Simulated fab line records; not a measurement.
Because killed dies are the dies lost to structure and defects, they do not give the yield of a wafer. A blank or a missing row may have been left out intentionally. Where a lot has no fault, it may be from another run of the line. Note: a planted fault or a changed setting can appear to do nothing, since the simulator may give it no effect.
Comparing a struck lot with a sound one + flow n5-finfet + 38 steps out of a route of 1938
Sound: the wafers L463.2, L463.4, L463.6. Struck: wafer L458.2; the same lot's L458.3 was not struck, so it is left out; see the end for the cause.
For every step that has rows: the tool of each side, followed by ch and its chambers, followed by its first start. Under that, the readings that differ: sound wafers + struck wafers + difference of the means + sigmas: that difference in standard deviations of wafers without a fault.
alike: a reading whose means differ by less than 2 such deviations, as well as words and numbers matching on both sides. not compared: withheld readings; readings where some wafer has no value; bounds like >300 that might hide an equal value; numbers whose values overlap and for which the record gives no deviation.
Wherever a step has rows on one side only, a row that says differs or no value, or a row with sigmas, the two part there. Numbers that have no deviation but don't overlap get no sigmas and don't part them. Lack of a reading on every wafer of one side parts them only where that side has two or more wafers.

first, 9 steps without rows for these wafers: N5_BEOL_M3_COAT_05 (resist thk 30 nm); N5_BEOL_M3_EBR_07; N5_BEOL_M3_SOFTBAKE_06 (time 60 s); N5_BEOL_M3_EXPOSE_08 (exposes mask M3); N5_BEOL_M3_PEB_09 (peb time 60 s); N5_BEOL_M3_DEVELOP_10 (develop time 30 s); N5_BEOL_M3_DESCUM_16 (chemistry O2, time 7 s); N5_BEOL_M3_ETCH_74 (etches underlayer in N2/H2, target depth 6.5 nm, time 5.2 s); N5_BEOL_M3_ETCH_63 (etches SiARC in CF4, target depth 15.6 nm, time 26 s).
N5_BEOL_M3_ETCH_64: etches SOC in N2/H2, target depth 75 nm, overetch 15 nm, time 112.5 s.
  sound on rie-diel-06 ch 0,2,3, day 13 15:41; struck on rie-diel-05 ch 3, day 12 07:38
| reading                                    | sound          | struck | difference | sigmas |
|--------------------------------------------|----------------|--------|------------|--------|
| oes-product-au (a.u.)                      | 0.57 0.60 0.56 | 0.74   | +0.16      | +3     |
| model.SiARC_of_BEOL_M3_COAT_62.thk-nm (nm) | 6.8 6.8 7.2    | 3.6    | -3.3       |        |
| model.BEOL_M3.cd-offset-nm (nm)            | 0 -0.4 -0.2    | 1.4    | +1.6       |        |
  alike: bias-w, drypump-motor-current-A, rf-vpp-V, showerhead-plenum-p-Torr, throttle-valve-pct
  not compared: rf-hours-counter-h
then, 3 steps without rows for these wafers: N5_BEOL_M3_STRIP_65 (strips in N2/H2); N5_BEOL_M3_STRIP_75 (strips in N2/H2); N5_BEOL_M3_STRIP_66 (strips in CF4).
N5_BEOL_M3_HM_OPEN_17: chemistry Cl2/BCl3, target TiN, target depth 20 nm, overetch 6 nm.
  sound on rie-metal-01 ch 0,1, day 13 15:51; struck on rie-metal-02 ch 1, day 12 07:48
| reading                         | sound       | struck | difference | sigmas |
|---------------------------------|-------------|--------|------------|--------|
| model.BEOL_M3.cd-offset-nm (nm) | 0 -0.2 -0.2 | 1.4    | +1.5       |        |
  alike: bias-w, drypump-motor-current-A, oes-product-au, throttle-valve-pct
  not compared: rf-hours-counter-h
then, 1 step without rows for these wafers: N5_BEOL_M3_STRIP_19 (strips in O2).
N5_BEOL_M3_CD_MEAS_18: pitch 36 nm, target cd 18 nm.
  sound: cd-sem-02 at day 13 16:06; struck: cd-sem-02 at day 12 08:02
| reading    | sound          | struck | difference | sigmas |
|------------|----------------|--------|------------|--------|
| cd-nm (nm) | 18.1 17.2 17.8 | 19.7   | +2.0       | +6     |
then, 20 steps without rows for these wafers: N5_BEOL_M3_COAT_67 (time 60 s, resist thk 60 nm); N5_BEOL_M3_COAT_68 (time 60 s, resist thk 12 nm); N5_BEOL_M3_COAT_76 (time 60 s, resist thk 5 nm); N5_BEOL_M3_COAT_22 (resist thk 30 nm); N5_BEOL_M3_EBR_24; N5_BEOL_M3_SOFTBAKE_23 (time 60 s); N5_BEOL_M3_EXPOSE_25 (exposes mask V2, defocus 5 nm); N5_BEOL_M3_PEB_26 (peb time 60 s); N5_BEOL_M3_DEVELOP_27 (develop time 30 s); N5_BEOL_M3_DESCUM_33 (chemistry O2, time 7 s); N5_BEOL_M3_ETCH_77 (etches underlayer in N2/H2, target depth 6.5 nm, time 5.2 s); N5_BEOL_M3_ETCH_69 (etches SiARC in CF4, target depth 15.6 nm, time 26 s); N5_BEOL_M3_ALD_98 (deposits SiO2, target thk 2.5 nm, pulse time 1 s, co reactant pulse time 1 s); N5_BEOL_M3_ETCHBACK_99 (etches SiO2 in CHF3, target depth 5 nm, time 10.4 s); N5_BEOL_M3_ETCH_70 (etches SOC in N2/H2, target depth 80 nm, overetch 16 nm, time 120 s); N5_BEOL_M3_STRIP_71 (strips in N2/H2); N5_BEOL_M3_STRIP_78 (strips in N2/H2); N5_BEOL_M3_VIA_ETCH_34 (etches the open film in C4F6/O2, target depth 69.4 nm, time 65.9 s); N5_BEOL_M3_STRIP_83 (strips in C4F6/O2); N5_BEOL_M3_STRIP_36 (strips in N2/H2).
N5_BEOL_M4_RC_MEAS_101:
  sound on prober-01 ch 0, day 15 11:52; struck on prober-01 ch 0, day 13 19:15
| reading          | sound       | struck | difference | sigmas |
|------------------|-------------|--------|------------|--------|
| SERP_M3 (ohm/um) | 203 222 196 | 174    | -33        | -2     |
  alike: DIBL_N, DIBL_P, IOFF_N, IOFF_P, ION_N, ION_P, SS_N, SS_P, VT_N, VT_P
-- here the record skips 5 days between the struck wafers' starts before and after, leaving off in module BEOL_M4 and picking up in module PASSIVATION (first step shown: number 1936 of the route) --
N5_PASSIVATION_PROBE_49:
  rows exist in the record for the struck wafers here (prober-01, day 18 17:20), but not for the sound ones

## WHERE THEY PART
First at N5_BEOL_M3_ETCH_64; last, within this record, at N5_PASSIVATION_PROBE_49.

WHY: the cause the simulator had injected
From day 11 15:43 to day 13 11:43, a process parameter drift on rie-diel-05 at N5_BEOL_M3_ETCH_64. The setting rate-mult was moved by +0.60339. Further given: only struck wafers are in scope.
